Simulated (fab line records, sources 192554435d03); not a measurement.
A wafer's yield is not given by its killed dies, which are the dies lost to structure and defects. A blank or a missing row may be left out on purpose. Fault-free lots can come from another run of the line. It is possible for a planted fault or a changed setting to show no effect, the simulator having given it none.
Chamber matching / flow n5Finfet / 4 sister chambers for N5_MIM_TOP_ALD_00 on aldHk-01
The step deposits Al2O3, purge time 3 s, co reactant pulse time 3 s. 4 wafers are shown with their chamber, then 6 later ones without.

## WAFERS PAIRED WITH THEIR CHAMBERS
wafer=L994.5 chamber=2 precursorPulseHeightRel=0.976
wafer=L100.3 chamber=0 precursorPulseHeightRel=0.971
wafer=L103.1 chamber=1 precursorPulseHeightRel=0.968
wafer=L103.2 chamber=3 precursorPulseHeightRel=0.991

## WAFERS WITH NO CHAMBER GIVEN
wafer=L106.2 precursorPulseHeightRel=0.993
wafer=L106.3 precursorPulseHeightRel=1.014
wafer=L106.5 precursorPulseHeightRel=1.034
wafer=L108.1 precursorPulseHeightRel=0.985
wafer=L108.2 precursorPulseHeightRel=0.989
wafer=L108.6 precursorPulseHeightRel=1.029

## EACH ONE'S CHAMBER
wafer=L106.2; from the rows above=can't be placed: 3 or 2 or 0 or 1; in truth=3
wafer=L106.3; from the rows above=can't be placed: 3 or 2 or 0 or 1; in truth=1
wafer=L106.5; from the rows above=can't be placed: 3 or 2 or 0 or 1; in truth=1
wafer=L108.1; from the rows above=can't be placed: 3 or 2 or 0 or 1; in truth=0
wafer=L108.2; from the rows above=can't be placed: 3 or 2 or 0 or 1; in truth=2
wafer=L108.6; from the rows above=can't be placed: 3 or 2 or 0 or 1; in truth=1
Correctly placed: 0 of 6. Can't be placed from these rows: 6 (the true chamber is among the candidates in 6). Number placed wrongly: 0.
How it was worked out, from the rows above alone: a wafer's distance from a chamber is the root of the sum, over the readings, of the square of ((its reading less the chamber's mean) divided by the reading's scatter). The wafer belongs to the nearest chamber; if the next one is less than 2 further off, it can't be placed. The mean given for a chamber averages the wafers shown for that chamber. The scatter: with one shown wafer a chamber, the root of the mean of the squares of how far each hidden wafer lies from its nearest shown one.
